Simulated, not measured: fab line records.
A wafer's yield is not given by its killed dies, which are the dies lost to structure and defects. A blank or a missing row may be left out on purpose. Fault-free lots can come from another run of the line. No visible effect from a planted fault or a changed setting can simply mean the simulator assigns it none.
Split-lot experiment	flow n5_finfet	39 wafers read from 7 lots, route of 1938 steps

SPLIT DETAILS
At N5_WELL_APT_IMPLANT_15, the setting energy_kev was moved away from the recipe's 25 on 15 of the 39 wafers read, by -15.8% to +7.5%. All remaining wafers had this setting at the recipe value.

Reading taken at the split's own step.

THE READING
In nm, at N5_WELL_APT_IMPLANT_15: implant.drp_nm, which is the simulator's own figure and was read by no gauge. The file gives no usual value for it.

wafer	tool, chamber at the split	energy_kev as run	against the recipe	implant.drp_nm, nm	against lot-mates on the recipe
L074.1	implanter-01, 0	25	recipe	8.457	-
L074.2	implanter-01, 0	25	recipe	8.457	-
L074.4	implanter-01, 0	25	recipe	8.457	-
L077.1	implanter-02, 0	25	recipe	8.457	-
L077.2	implanter-02, 0	25	recipe	8.457	-
L077.3	implanter-02, 0	25	recipe	8.457	-
L077.4	implanter-02, 0	21.67	-13.3%	7.648	-0.809
L077.5	implanter-02, 0	21.67	-13.3%	7.648	-0.809
L077.6	implanter-02, 0	21.67	-13.3%	7.648	-0.809
L078.1	implanter-01, 0	23.58	-5.7%	8.115	-0.342
L078.4	implanter-01, 0	23.58	-5.7%	8.115	-0.342
L078.5	implanter-01, 0	23.58	-5.7%	8.115	-0.342
L078.2	implanter-01, 0	25	recipe	8.457	-
L078.3	implanter-01, 0	25	recipe	8.457	-
L078.6	implanter-01, 0	25	recipe	8.457	-
L079.1	implanter-02, 0	25	recipe	8.457	-
L079.2	implanter-02, 0	25	recipe	8.457	-
L079.3	implanter-02, 0	25	recipe	8.457	-
L079.4	implanter-02, 0	25	recipe	8.457	-
L079.5	implanter-02, 0	25	recipe	8.457	-
L079.6	implanter-02, 0	25	recipe	8.457	-
L089.1	implanter-02, 0	26.87	+7.5%	8.903	+0.446
L089.2	implanter-02, 0	26.87	+7.5%	8.903	+0.446
L089.3	implanter-02, 0	26.87	+7.5%	8.903	+0.446
L089.4	implanter-02, 0	25	recipe	8.457	-
L089.5	implanter-02, 0	25	recipe	8.457	-
L089.6	implanter-02, 0	25	recipe	8.457	-
L091.1	implanter-02, 0	25	recipe	8.457	-
L091.2	implanter-02, 0	25	recipe	8.457	-
L091.6	implanter-02, 0	25	recipe	8.457	-
L091.3	implanter-02, 0	21.82	-12.7%	7.685	-0.772
L091.4	implanter-02, 0	21.82	-12.7%	7.685	-0.772
L091.5	implanter-02, 0	21.82	-12.7%	7.685	-0.772
L093.1	implanter-02, 0	25	recipe	8.457	-
L093.2	implanter-02, 0	25	recipe	8.457	-
L093.5	implanter-02, 0	25	recipe	8.457	-
L093.3	implanter-02, 0	21.06	-15.8%	7.498	-0.959
L093.4	implanter-02, 0	21.06	-15.8%	7.498	-0.959
L093.6	implanter-02, 0	21.06	-15.8%	7.498	-0.959

FIT RESULTS
A straight line over all 39 wafers: implant.drp_nm changes by +0.0606 nm for each +1% of energy_kev; r = +1.00; the points scatter about the line by 0.0023 nm.
The same after taking each lot's own level away (the mean of its wafers on the recipe; 39 wafers): +0.0606 nm for each +1%; r = +1.00; scatter 0.0023 nm.
The reading moves by 0.95 nm for the largest change in energy_kev, on that fit.
The lots' own levels span 8.4570 to 8.4570 nm.
Consequently the slope shifts little with the lot-to-lot level, the two slopes agreeing.
Check: for one of the wafers moved furthest among these (-15.8%), held out of the fit, the line's prediction against its lot-mates is -0.955 nm. Against them it came out at -0.959 nm.

THE WHOLE CHAIN: every reading that the file lists as answering this split, in the file's order
step	what it does	reading	change (the file's fit)	r (the file's)
N5_WELL_APT_IMPLANT_15		implant.rp_nm (the simulator's own value, which no gauge read)	+0.141 nm for each +1% of the setting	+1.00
N5_WELL_APT_IMPLANT_15		implant.drp_nm (the simulator's own value, which no gauge read)	+0.0607 nm for each +1% of the setting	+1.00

FILE'S OWN FIT
implant.drp_nm changes by +0.0607 nm for each +1% of energy_kev, r = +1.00.
